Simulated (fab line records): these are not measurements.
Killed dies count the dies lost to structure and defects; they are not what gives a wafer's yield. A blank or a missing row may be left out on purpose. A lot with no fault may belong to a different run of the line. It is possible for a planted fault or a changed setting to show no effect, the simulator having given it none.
fab line records + flow n5_finfet + part 2 of 2: steps 23 to 28 of 28
record
- lots=5
- wafers=15
- last_day=18
route steps=1938 shown BEOL_M3@1012 BEOL_M4@1021
lots that met no fault: from a run of the same line without faults
start_h: the number of hours between the record's first day and the start of the first shown wafer of the lot + wait_h: hours since the lot's step before + " identical to the entry in the row above + L1.1+2: one row covering several wafers at once + - no value, or no start given + * or withheld: withheld + < > ~ a bound
route shown NAME@n: NAME is a module with steps in the file, n the number in the route of the first one + usual: mean/standard deviation of fault-free wafers + same: alike in all rows + chamber/n: place in a boat + sites: per-site readings + _std_site: the standard deviation of these + _edge_site: outer sites' mean less inner sites' + radius_mm: for every site, how far away it sits from the centre of the wafer + mask NAME#n: copy n + behind: the tool/chamber that last shaped the wafer + hold: why the lot went on hold/how many hours it stayed there/how the hold came to an end + device: which transistor (n, p or np) failed to switch + end of line: tests run on the same wafers once the route is complete + a step without rows: its recipe alone + killed: at the first sort, the dies lost to defects and structure; wafer yield is something else + map: shows each die of a wafer: x if killed, . if not, _ if none is there
set.NAME: the run value of the setting; set.NAME@STEP: its run value at that earlier step + model.NAME: the simulator's own value behind a step, which no gauge read
lots at selected steps of the route; one table per step, one row per wafer
services: a tool's chamber out of use, with start hour (start_h, from the record's first day; less than 0 if before it), hours out, and reason
## steps
# step N5_BEOL_M4_CD_MEAS_11
# recipe
- target_cd_nm=16.79
- landing_energy_ev=500
- detector=se_inlens
- polarity=opening
# usual
- cd_nm=16.81/0.27
| lot.wafer | tool      | chamber | start_h | wait_h | cd_nm |
|-----------|-----------|---------|---------|--------|-------|
| L074.4    | cd_sem-01 | 0       | 150.40  | -      | 16.89 |
| L074.5    | "         | 0       | "       | "      | 16.73 |
| L074.6    | "         | 0       | "       | "      | 16.33 |
| L077.1    | cd_sem-01 | 0       | 173.07  | -      | 16.83 |
| L077.2    | "         | 0       | "       | "      | 16.47 |
| L077.3    | "         | 0       | "       | "      | 16.91 |
| L078.1    | cd_sem-02 | 0       | 191.00  | -      | 16.62 |
| L078.3    | "         | 0       | "       | "      | 16.97 |
| L078.6    | "         | 0       | "       | "      | 17.00 |
| L088.1    | cd_sem-02 | 0       | 249.84  | -      | 16.45 |
| L088.2    | "         | 0       | "       | "      | 17.01 |
| L088.6    | "         | 0       | "       | "      | 17.23 |
| L097.1    | cd_sem-03 | 0       | 322.60  | -      | 16.31 |
| L097.3    | "         | 0       | "       | "      | 16.52 |
| L097.4    | "         | 0       | "       | "      | 16.60 |
# step N5_BEOL_M4_OVL_MEAS_12
# recipe
- points_per_wafer=522
# usual
- M4_OVL=-0.4/0.6
| lot.wafer | tool       | chamber | start_h | wait_h | M4_OVL[nm] |
|-----------|------------|---------|---------|--------|------------|
| L074.4    | overlay-02 | 0       | 150.45  | 0.0    | 0.5        |
| L074.5    | "          | 0       | "       | "      | 0.5        |
| L074.6    | "          | 0       | "       | "      | -0.3       |
| L077.1    | overlay-02 | 0       | 173.10  | 0.0    | -0.2       |
| L077.2    | "          | 0       | "       | "      | -1.1       |
| L077.3    | "          | 0       | "       | "      | -0.8       |
| L078.1    | overlay-01 | 0       | 191.03  | 0.0    | -0.4       |
| L078.3    | "          | 0       | "       | "      | -0.3       |
| L078.6    | "          | 0       | "       | "      | -0.8       |
| L088.1    | overlay-01 | 0       | 249.87  | 0.0    | -0.6       |
| L088.2    | "          | 0       | "       | "      | -0.3       |
| L088.6    | "          | 0       | "       | "      | -0.1       |
| L097.1    | overlay-02 | 0       | 322.64  | 0.0    | 0.0        |
| L097.3    | "          | 0       | "       | "      | -0.4       |
| L097.4    | "          | 0       | "       | "      | -1.0       |
# step N5_BEOL_M4_INSPECT_13
# recipe
- mode=adi
- inspect_instrument=brightfield
# usual
- raw_defect_count=384/76
| lot.wafer | tool              | chamber | start_h | wait_h | raw_defect_count |
|-----------|-------------------|---------|---------|--------|------------------|
| L074.4    | defect_inspect-01 | -       | 150.49  | 0.0    | 417              |
| L074.5    | "                 | -       | "       | "      | 301              |
| L074.6    | "                 | -       | "       | "      | 313              |
| L077.1    | defect_inspect-02 | -       | 173.16  | 0.1    | 449              |
| L077.2    | "                 | -       | "       | "      | 424              |
| L077.3    | "                 | -       | "       | "      | 556              |
| L078.1    | defect_inspect-02 | -       | 191.09  | 0.1    | 278              |
| L078.3    | "                 | -       | "       | "      | 414              |
| L078.6    | "                 | -       | "       | "      | 387              |
| L088.1    | defect_inspect-02 | -       | 249.93  | 0.1    | 380              |
| L088.2    | "                 | -       | "       | "      | 494              |
| L088.6    | "                 | -       | "       | "      | 390              |
| L097.1    | defect_inspect-02 | -       | 322.70  | 0.1    | 352              |
| L097.3    | "                 | -       | "       | "      | 390              |
| L097.4    | "                 | -       | "       | "      | 266              |
# step N5_BEOL_M4_DESCUM_16
# recipe
- chemistry=O2
- time_s=7
- source_power_w=50
- bias_power_w=20
- pressure_mtorr=20
- rf_frequency_hz=2.712e+07
- temp_c=40
- resist=CAR-EUV
- o2_flow_sccm=225
# usual
- drypump_motor_current_A=5.5/0.43
- oes_product_au=0.81/0.069
- rf_vpp_V=243.9/1.3
- showerhead_plenum_p_Torr=2.14/0.069
- temp_c=40.00/0.12
- throttle_valve_pct=20.42/0.25
| lot.wafer | tool        | chamber | start_h | wait_h | drypump_motor_current_A | oes_product_au | rf_hours_counter_h | rf_vpp_V | showerhead_plenum_p_Torr | temp_c | throttle_valve_pct |
|-----------|-------------|---------|---------|--------|-------------------------|----------------|--------------------|----------|--------------------------|--------|--------------------|
| L074.4    | rie_diel-05 | 3       | 150.52  | 0.0    | 5.1                     | 0.86           | 69                 | 245.3    | 2.13                     | 40.10  | 20.57              |
| L074.5    | "           | 2       | "       | "      | 5.2                     | 0.69           | -                  | 244.7    | 2.15                     | 39.94  | 20.44              |
| L074.6    | "           | 3       | "       | "      | 5.1                     | 0.87           | -                  | 244.3    | 2.13                     | 40.10  | 20.57              |
| L077.1    | rie_diel-05 | 3       | 173.57  | 0.4    | 5.1                     | 0.83           | 78                 | 244.1    | 2.13                     | 39.93  | 20.59              |
| L077.2    | "           | 2       | "       | "      | 5.2                     | 0.68           | 246                | 244.3    | 2.15                     | 40.02  | 20.43              |
| L077.3    | "           | 0       | "       | "      | 5.4                     | 0.88           | 50                 | 243.0    | 2.03                     | 39.81  | 20.46              |
| L078.1    | rie_diel-01 | 2       | 191.13  | 0.0    | 5.2                     | 0.81           | 89                 | 243.0    | 2.09                     | 40.04  | 19.92              |
| L078.3    | "           | 0       | "       | "      | 6.0                     | 0.69           | 249                | 241.4    | 1.95                     | 39.91  | 20.61              |
| L078.6    | "           | 0       | "       | "      | 6.0                     | 0.69           | -                  | 242.5    | 1.95                     | 39.99  | 20.62              |
| L088.1    | rie_diel-05 | 1       | 249.96  | 0.0    | 5.6                     | 0.74           | 164                | 244.2    | 2.22                     | 39.98  | 20.27              |
| L088.2    | "           | 2       | "       | "      | 5.2                     | 0.94           | 13                 | 245.5    | 2.15                     | 40.06  | 20.10              |
| L088.6    | "           | 2       | "       | "      | 5.2                     | 0.95           | -                  | 244.8    | 2.15                     | 39.92  | 20.10              |
| L097.1    | rie_diel-05 | 1       | 322.74  | 0.0    | 5.6                     | 0.73           | 186                | 242.6    | 2.21                     | 40.06  | 20.28              |
| L097.3    | "           | 3       | "       | "      | 5.1                     | 0.80           | 129                | 243.2    | 2.11                     | 39.77  | 20.69              |
| L097.4    | "           | 2       | "       | "      | 5.1                     | 0.90           | 35                 | 242.0    | 2.14                     | 39.99  | 20.12              |
# step N5_BEOL_M4_ETCH_74
# recipe
- chemistry=N2/H2
- target=underlayer
- target_depth_a=65
- mask_material=CAR-EUV
- time_s=5.2
- ion_energy_ev=200
- pressure_mtorr=30
- source_w=840
- bias_w=150
- n2_flow_sccm=200
- h2_flow_sccm=200
- ends=cleared
# usual
- drypump_motor_current_A=5.5/0.43
- etch_rf_on_time_s=5.25/0.25
- oes_product_au=0.69/0.061
- rf_vpp_V=525.5/2.5
- showerhead_plenum_p_Torr=2.61/0.08
- throttle_valve_pct=17.89/0.29
| lot.wafer | tool        | chamber | start_h | wait_h | drypump_motor_current_A | etch_rf_on_time_s | oes_product_au | rf_hours_counter_h | rf_vpp_V | showerhead_plenum_p_Torr | throttle_valve_pct |
|-----------|-------------|---------|---------|--------|-------------------------|-------------------|----------------|--------------------|----------|--------------------------|--------------------|
| L074.4    | rie_diel-05 | 3       | 150.56  | 0.0    | 5.1                     | 5.15              | 0.72           | 69                 | 523.2    | 2.61                     | 18.19              |
| L074.5    | "           | 2       | "       | "      | 5.2                     | 5.43              | 0.58           | -                  | 525.7    | 2.63                     | 18.01              |
| L074.6    | "           | 3       | "       | "      | 5.1                     | 5.15              | 0.73           | -                  | 525.4    | 2.61                     | 18.20              |
| L077.1    | rie_diel-05 | 3       | 173.61  | 0.0    | 5.1                     | 5.23              | 0.72           | 78                 | 524.4    | 2.60                     | 18.19              |
| L077.2    | "           | 2       | "       | "      | 5.2                     | 5.54              | 0.57           | 246                | 526.6    | 2.63                     | 18.04              |
| L077.3    | "           | 0       | "       | "      | 5.4                     | 4.83              | 0.77           | 50                 | 521.8    | 2.46                     | 17.90              |
| L078.1    | rie_diel-01 | 2       | 191.16  | 0.0    | 5.2                     | 5.68              | 0.66           | 89                 | 522.9    | 2.58                     | 17.57              |
| L078.3    | "           | 0       | "       | "      | 6.0                     | 5.24              | 0.58           | 249                | 519.4    | 2.40                     | 18.23              |
| L078.6    | "           | 0       | "       | "      | 6.1                     | 5.22              | 0.60           | -                  | 519.8    | 2.40                     | 18.24              |
| L088.1    | rie_diel-05 | 1       | 250.00  | 0.0    | 5.6                     | 5.10              | 0.64           | 164                | 525.1    | 2.61                     | 17.28              |
| L088.2    | "           | 2       | "       | "      | 5.1                     | 5.27              | 0.79           | 13                 | 526.7    | 2.62                     | 17.63              |
| L088.6    | "           | 2       | "       | "      | 5.1                     | 5.28              | 0.79           | -                  | 526.4    | 2.62                     | 17.66              |
| L097.1    | rie_diel-05 | 1       | 322.77  | 0.0    | 5.6                     | 5.09              | 0.63           | 186                | 528.2    | 2.61                     | 17.34              |
| L097.3    | "           | 3       | "       | "      | 5.1                     | 5.22              | 0.67           | 129                | 523.4    | 2.58                     | 18.30              |
| L097.4    | "           | 2       | "       | "      | 5.2                     | 5.20              | 0.77           | 35                 | 525.4    | 2.61                     | 17.68              |
# step N5_BEOL_M4_ETCH_63
# recipe
- chemistry=CF4
- target=SiARC
- target_depth_a=156
- mask_material=CAR-EUV
- time_s=26
- ion_energy_ev=80
- pressure_mtorr=40
- source_w=545
- bias_w=36
- Ar_flow_sccm=100
- cf4_flow_sccm=100
- ends=cleared
# usual
- drypump_motor_current_A=5.5/0.43
- etch_rf_on_time_s=26.3/1.1
- oes_product_au=0.69/0.06
- rf_vpp_V=184.6/1.1
- showerhead_plenum_p_Torr=2.19/0.062
- throttle_valve_pct=15.58/0.24
| lot.wafer | tool        | chamber | start_h | wait_h | drypump_motor_current_A | etch_rf_on_time_s | oes_product_au | rf_hours_counter_h | rf_vpp_V | showerhead_plenum_p_Torr | throttle_valve_pct |
|-----------|-------------|---------|---------|--------|-------------------------|-------------------|----------------|--------------------|----------|--------------------------|--------------------|
| L074.4    | rie_diel-05 | 3       | 150.57  | 0.0    | 5.1                     | 25.8              | 0.73           | 69                 | 183.8    | 2.17                     | 15.63              |
| L074.5    | "           | 2       | "       | "      | 5.2                     | 27.2              | 0.59           | -                  | 184.7    | 2.18                     | 15.60              |
| L074.6    | "           | 3       | "       | "      | 5.1                     | 25.5              | 0.73           | -                  | 184.5    | 2.17                     | 15.64              |
| L077.1    | rie_diel-05 | 3       | 173.62  | 0.0    | 5.1                     | 25.9              | 0.73           | 78                 | 184.1    | 2.17                     | 15.65              |
| L077.2    | "           | 2       | "       | "      | 5.1                     | 27.3              | 0.58           | 246                | 184.7    | 2.18                     | 15.63              |
| L077.3    | "           | 0       | "       | "      | 5.4                     | 24.4              | 0.78           | 50                 | 182.8    | 2.09                     | 15.60              |
| L078.1    | rie_diel-01 | 2       | 191.18  | 0.0    | 5.2                     | 27.9              | 0.67           | 89                 | 184.0    | 2.16                     | 15.23              |
| L078.3    | "           | 0       | "       | "      | 6.0                     | 26.3              | 0.59           | 249                | 182.2    | 2.00                     | 15.83              |
| L078.6    | "           | 0       | "       | "      | 6.0                     | 26.4              | 0.58           | -                  | 182.5    | 2.00                     | 15.82              |
| L088.1    | rie_diel-05 | 1       | 250.01  | 0.0    | 5.6                     | 25.9              | 0.63           | 164                | 185.1    | 2.22                     | 15.31              |
| L088.2    | "           | 2       | "       | "      | 5.1                     | 26.3              | 0.79           | 13                 | 185.0    | 2.18                     | 15.17              |
| L088.6    | "           | 2       | "       | "      | 5.2                     | 26.5              | 0.79           | -                  | 183.4    | 2.18                     | 15.16              |
| L097.1    | rie_diel-05 | 1       | 322.79  | 0.0    | 5.6                     | 26.0              | 0.63           | 186                | 185.5    | 2.21                     | 15.32              |
| L097.3    | "           | 3       | "       | "      | 5.1                     | 26.2              | 0.67           | 129                | 185.7    | 2.15                     | 15.78              |
| L097.4    | "           | 2       | "       | "      | 5.1                     | 26.2              | 0.75           | 35                 | 185.2    | 2.17                     | 15.20              |
## services
| tool           | chamber | start_h | hours | kind   |
|----------------|---------|---------|-------|--------|
| pecvd-04       | -       | 139.50  | 0.5   | repair |
| pecvd-02       | -       | 140.79  | 14.6  | pm     |
| cmp-04         | -       | 146.17  | 0.8   | repair |
| cmp-01         | -       | 147.64  | 1.0   | repair |
| rie_diel-05    | 2       | 159.38  | 5.2   | repair |
| cvd_co-02      | 2       | 161.91  | 7.8   | repair |
| pecvd-02       | 2       | 166.02  | 23.7  | repair |
| euv_scanner-02 | -       | 174.00  | 1.0   | pm     |
| pecvd-04       | -       | 182.39  | 1.5   | repair |
| pecvd-04       | 1       | 188.20  | 4.6   | repair |
| pecvd-01       | -       | 188.36  | 0.8   | repair |
| cvd_co-02      | 1       | 191.08  | 4.8   | repair |
| cvd_co-01      | 0       | 207.82  | 6.1   | repair |
| euv_scanner-02 | -       | 230.15  | 1.0   | pm     |
| pecvd-02       | -       | 239.60  | 1.0   | repair |
| pecvd-01       | -       | 242.73  | 2.0   | repair |
| rie_diel-05    | 3       | 264.39  | 4.8   | repair |
| euv_scanner-02 | -       | 266.90  | 5.8   | pm     |
| pecvd-01       | 1       | 268.27  | 3.6   | repair |
| rie_diel-05    | -       | 272.79  | 2.8   | pm     |
| euv_scanner-02 | -       | 286.30  | 1.0   | pm     |
| rie_diel-01    | 1       | 293.56  | 7.0   | repair |
| rie_diel-05    | 0       | 301.41  | 5.1   | repair |
| pecvd-01       | 2       | 314.61  | 4.8   | repair |
